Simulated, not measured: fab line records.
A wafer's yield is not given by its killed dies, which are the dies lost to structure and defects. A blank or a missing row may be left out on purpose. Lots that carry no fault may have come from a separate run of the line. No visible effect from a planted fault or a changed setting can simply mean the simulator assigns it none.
Chamber matching || flow nand_harc || NHARC_A_STAIRCASE_ETCH_253 on rie_diel-04: 4 sister chambers
The step etches the open film in C4F8/O2, target depth 50 nm, time 20.2 s. 8 wafers are shown with their chamber, then 12 later ones without.

## EACH WAFER AND ITS CHAMBER
{"wafer": "L088.4", "chamber": 0, "rf_vpp_V (V)": 897, "oes_product_au (a.u.)": 0.976}
{"wafer": "L085.4", "chamber": 3, "rf_vpp_V (V)": 896, "oes_product_au (a.u.)": 0.924}
{"wafer": "L089.1", "chamber": 1, "rf_vpp_V (V)": 894, "oes_product_au (a.u.)": 0.941}
{"wafer": "L089.3", "chamber": 3, "rf_vpp_V (V)": 895, "oes_product_au (a.u.)": 0.947}
{"wafer": "L089.6", "chamber": 2, "rf_vpp_V (V)": 892, "oes_product_au (a.u.)": 0.935}
{"wafer": "L090.2", "chamber": 2, "rf_vpp_V (V)": 892, "oes_product_au (a.u.)": 0.964}
{"wafer": "L090.4", "chamber": 0, "rf_vpp_V (V)": 899, "oes_product_au (a.u.)": 0.957}
{"wafer": "L090.5", "chamber": 1, "rf_vpp_V (V)": 894, "oes_product_au (a.u.)": 0.960}

## WAFERS WHOSE CHAMBER IS MISSING
{"wafer": "L094.1", "rf_vpp_V (V)": 895, "oes_product_au (a.u.)": 0.954}
{"wafer": "L094.4", "rf_vpp_V (V)": 893, "oes_product_au (a.u.)": 0.953}
{"wafer": "L094.6", "rf_vpp_V (V)": 898, "oes_product_au (a.u.)": 0.976}
{"wafer": "L096.2", "rf_vpp_V (V)": 895, "oes_product_au (a.u.)": 0.971}
{"wafer": "L096.3", "rf_vpp_V (V)": 893, "oes_product_au (a.u.)": 0.982}
{"wafer": "L096.5", "rf_vpp_V (V)": 895, "oes_product_au (a.u.)": 0.972}
{"wafer": "L097.1", "rf_vpp_V (V)": 892, "oes_product_au (a.u.)": 0.962}
{"wafer": "L097.2", "rf_vpp_V (V)": 898, "oes_product_au (a.u.)": 0.999}
{"wafer": "L097.6", "rf_vpp_V (V)": 893, "oes_product_au (a.u.)": 0.965}
{"wafer": "L097.3", "rf_vpp_V (V)": 894, "oes_product_au (a.u.)": 0.987}
{"wafer": "L097.4", "rf_vpp_V (V)": 896, "oes_product_au (a.u.)": 0.970}
{"wafer": "L097.5", "rf_vpp_V (V)": 896, "oes_product_au (a.u.)": 0.979}

## WHICH CHAMBER EACH WENT THROUGH
{"wafer": "L094.1", "from the rows above": "can't be placed: 1 or 3", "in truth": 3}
{"wafer": "L094.4", "from the rows above": "can't be placed: 1 or 2", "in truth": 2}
{"wafer": "L094.6", "from the rows above": 0, "in truth": 0}
{"wafer": "L096.2", "from the rows above": "can't be placed: 1 or 3", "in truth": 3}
{"wafer": "L096.3", "from the rows above": "can't be placed: 1 or 2 or 3", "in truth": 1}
{"wafer": "L096.5", "from the rows above": "can't be placed: 1 or 3 or 0", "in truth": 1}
{"wafer": "L097.1", "from the rows above": "can't be placed: 2 or 1", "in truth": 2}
{"wafer": "L097.2", "from the rows above": 0, "in truth": 0}
{"wafer": "L097.6", "from the rows above": "can't be placed: 1 or 2", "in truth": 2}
{"wafer": "L097.3", "from the rows above": "can't be placed: 1 or 2 or 3", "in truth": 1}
{"wafer": "L097.4", "from the rows above": "can't be placed: 3 or 0 or 1", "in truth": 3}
{"wafer": "L097.5", "from the rows above": "can't be placed: 0 or 3 or 1", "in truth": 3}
Placed correctly: 2 of 12. Can't be placed from these rows: 10 (the true chamber is among the candidates in 10). Placed wrongly: 0.
How it was worked out, from the rows above alone: a wafer's distance from a chamber is the root of the sum, over the readings, of the square of ((its reading less the chamber's mean) divided by the reading's scatter). If the next closest chamber is less than 2 further off than the closest, the wafer can't be placed; otherwise it belongs to the closest. For every chamber, the mean is computed from those of its wafers that are shown. How the scatter is found: for the shown wafers, subtract from each reading the mean of its chamber, square and add these, divide the total by (wafers less chambers), then take the root.
